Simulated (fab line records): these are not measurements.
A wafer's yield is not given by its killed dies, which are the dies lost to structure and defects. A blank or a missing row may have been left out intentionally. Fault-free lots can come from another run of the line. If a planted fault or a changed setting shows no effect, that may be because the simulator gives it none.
Matching of chambers + flow n5Finfet + N5_BEOL_M11_CMP_52 on cmp-03: 4 sister chambers
The step polishes, stops on SiCOH lowk, t overpolish 7 s, target thk 140 nm. 8 wafers are shown with their chamber, then 11 later ones without.

== WAFERS PAIRED WITH THEIR CHAMBERS ==
| wafer  | chamber | timeToEndpointS (s) | motorCurrentA (A) |
|--------|---------|---------------------|-------------------|
| L079.6 | 3       | 63                  | 7.0               |
| L082.1 | 2       | 61                  | 6.5               |
| L082.3 | 0       | 69                  | 6.9               |
| L082.4 | 3       | 69                  | 7.2               |
| L084.2 | 0       | 69                  | 6.8               |
| L084.3 | 1       | 58                  | 6.2               |
| L084.6 | 1       | 58                  | 6.3               |
| L086.2 | 2       | 61                  | 6.8               |

== WAFERS WITH NO CHAMBER GIVEN ==
| wafer  | timeToEndpointS (s) | motorCurrentA (A) |
|--------|---------------------|-------------------|
| L086.3 | 60                  | 6.0               |
| L086.6 | 59                  | 6.7               |
| L087.3 | 64                  | 6.0               |
| L087.5 | 62                  | 7.0               |
| L087.6 | 71                  | 6.8               |
| L091.2 | 68                  | 6.3               |
| L091.5 | 66                  | 7.1               |
| L091.6 | 58                  | 6.2               |
| L093.2 | 57                  | 6.2               |
| L093.3 | 68                  | 7.3               |
| L093.4 | 57                  | 6.6               |

== WHICH CHAMBER EACH ONE RAN IN ==
| wafer  | from the rows above               | in truth                   |
|--------|-----------------------------------|----------------------------|
| L086.3 | 1                                 | 1                          |
| L086.6 | 2                                 | 2                          |
| L087.3 | can't be placed: 1 or 2           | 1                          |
| L087.5 | can't be placed: 3 or 2 or 0      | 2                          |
| L087.6 | 0                                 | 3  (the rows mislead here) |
| L091.2 | can't be placed: 0 or 2 or 1 or 3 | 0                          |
| L091.5 | 3                                 | 3                          |
| L091.6 | 1                                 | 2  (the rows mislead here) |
| L093.2 | 1                                 | 1                          |
| L093.3 | can't be placed: 3 or 0           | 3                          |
| L093.4 | can't be placed: 2 or 1           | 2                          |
4 of 11 placed correctly. Cannot be placed on the basis of these rows: 5; the candidates contain the true chamber in 5. 2 placed wrongly.
How it was worked out, from the rows above alone: a wafer's distance from a chamber is the root of the sum, over the readings, of the square of ((its reading less the chamber's mean) divided by the reading's scatter). If the next closest chamber is less than 2 further off than the closest, the wafer can't be placed; otherwise it belongs to the closest. Each chamber's mean is taken over the wafers shown for it. The scatter: take each reading less its chamber's mean, square it, sum over the shown wafers, divide by the number of wafers less the number of chambers, and take the root.
